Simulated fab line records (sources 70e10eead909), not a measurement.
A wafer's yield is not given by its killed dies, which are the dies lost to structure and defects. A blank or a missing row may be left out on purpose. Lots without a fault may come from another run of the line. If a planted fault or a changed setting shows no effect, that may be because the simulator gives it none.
A lot that was struck, set against a sound lot | flow nandHarc | 15 steps out of a route of 1302
Sound: these wafers, L791.2, L791.5, L791.6. Wafers L797.1, L797.3, L797.5 were the ones struck. The cause comes at the end.
Order at every step that has rows: each side's tool, ch and its chambers, its first start. Under that, the readings that differ: sound wafers | struck wafers | difference of the means | sigmas: that difference in standard deviations of wafers without a fault.
alike: words and numbers the same on both sides, and readings whose means are apart by under 2 such deviations; not compared: readings that were withheld, readings missing a value for some wafer, numbers with overlapping values and no deviation given by the record, and bounds like >300 which may hide the same value.
A row with sigmas, a row that says differs or no value, or rows on one side alone: a step with any of these is where the two part. Numbers that don't overlap but have no deviation are shown without sigmas and don't part them. Lack of a reading on every wafer of one side parts them only where that side has two or more wafers.

first, 3 steps without rows for these wafers: NHARC_P_CONTACT_ETCH_36 (etches the open film in N2/H2, target depth 260 nm, time 406.25 s); NHARC_P_CONTACT_ETCH_18 (etches the open film in C4F8/O2/Ar, target depth 481 nm, time 240.5 s); NHARC_P_CONTACT_STRIP_37 (strips in C4F8/O2/Ar).
NHARC_P_CONTACT_ETCH_31: etches the open film in CH3F/O2, target depth 30 nm, time 85.7 s.
  sound: rieDiel-04 ch 0,3; struck: rieDiel-05 ch 0,2,3
reading             | sound             | struck            | difference | sigmas
oesProductAu (a.u.) | 0.982 0.995 0.988 | 0.962 0.937 0.955 | -0.037     | -2
  alike: drypumpMotorCurrentA, rfVppV, showerheadPlenumPTorr, throttleValvePct
  not compared: rfHoursCounterH
NHARC_P_CONTACT_CD_MEAS_19:
  sound: cdSem-01 at day 7 00:31; struck: cdSem-02 at day 9 18:44
  alike: cdNm
NHARC_P_CONTACT_STRIP_28: strips in O2.
  sound on rieDiel-01 ch 1,2,3, day 7 00:38; struck on rieDiel-05 ch 1,2,3, day 9 18:50
  alike: drypumpMotorCurrentA, oesProductAu, rfVppV, showerheadPlenumPTorr, throttleValvePct
  not compared: rfHoursCounterH
then, 1 step without rows for these wafers: NHARC_P_CONTACT_STRIP_29 (strips in post etch residue remover, time 1200 s).
NHARC_P_CONTACT_DEGAS_38: time 60 s.
  sound: pvdSputter-03 at day 7 01:14; struck: pvdSputter-01 at day 9 19:28
  alike: heaterPowerW, susceptorTempC
then, 2 steps without rows for these wafers: NHARC_P_CONTACT_PRE_CLEAN_39 (time 19.5 s); NHARC_P_CONTACT_PVD_32 (deposits Ti, target thk 5 nm, time 17.7 s).
NHARC_P_CONTACT_ALD_22: deposits TiN, target thk 3 nm, pulse time 1 s, ald cycles 150.
  sound on aldMetal-01 ch 0,2,3, day 7 01:30; struck on aldMetal-01 ch 0,2,3, day 9 19:44
reading            | sound | struck               | difference                   | sigmas
susceptorTempC (C) | - - - | 450.31 449.85 450.15 | no value on the sound wafers | 
  alike: heaterPowerW, precursorPulseHeightRel
NHARC_P_CONTACT_CVD_23: deposits W, target thk 200 nm, time 557 s.
  sound: cvdW-01 ch 0,1; struck: cvdW-02 ch 0,1
  alike: heaterPowerW, susceptorTempC, throttleValvePct
NHARC_P_CONTACT_CMP_24: polishes, t overpolish 30 s, target thk 200 nm.
  sound on cmp-01 ch 0,1,2, day 7 02:22; struck on cmp-03 ch 0,3, day 9 20:34
  no value came back on the struck wafers for any of 5 readings (edgeZonePressureFrac, motorCurrentA (A) and others); on the sound wafers edgeZonePressureFrac reads 1.001 0.999 0.999
following that, these wafers have no rows for 1 step: NHARC_P_CONTACT_SRD_26.
NHARC_P_CONTACT_INSPECT_27:
  sound: defectInspect-02 at day 7 02:43; struck: defectInspect-02 at day 9 20:58
reading        | sound       | struck         | difference | sigmas
rawDefectCount | 195 419 207 | 2270 2396 2466 | +2104      | +21

WHERE THEY PART
Earliest at NHARC_P_CONTACT_ETCH_31; latest, in this record, at NHARC_P_CONTACT_INSPECT_27.

WHY: the cause the simulator had injected
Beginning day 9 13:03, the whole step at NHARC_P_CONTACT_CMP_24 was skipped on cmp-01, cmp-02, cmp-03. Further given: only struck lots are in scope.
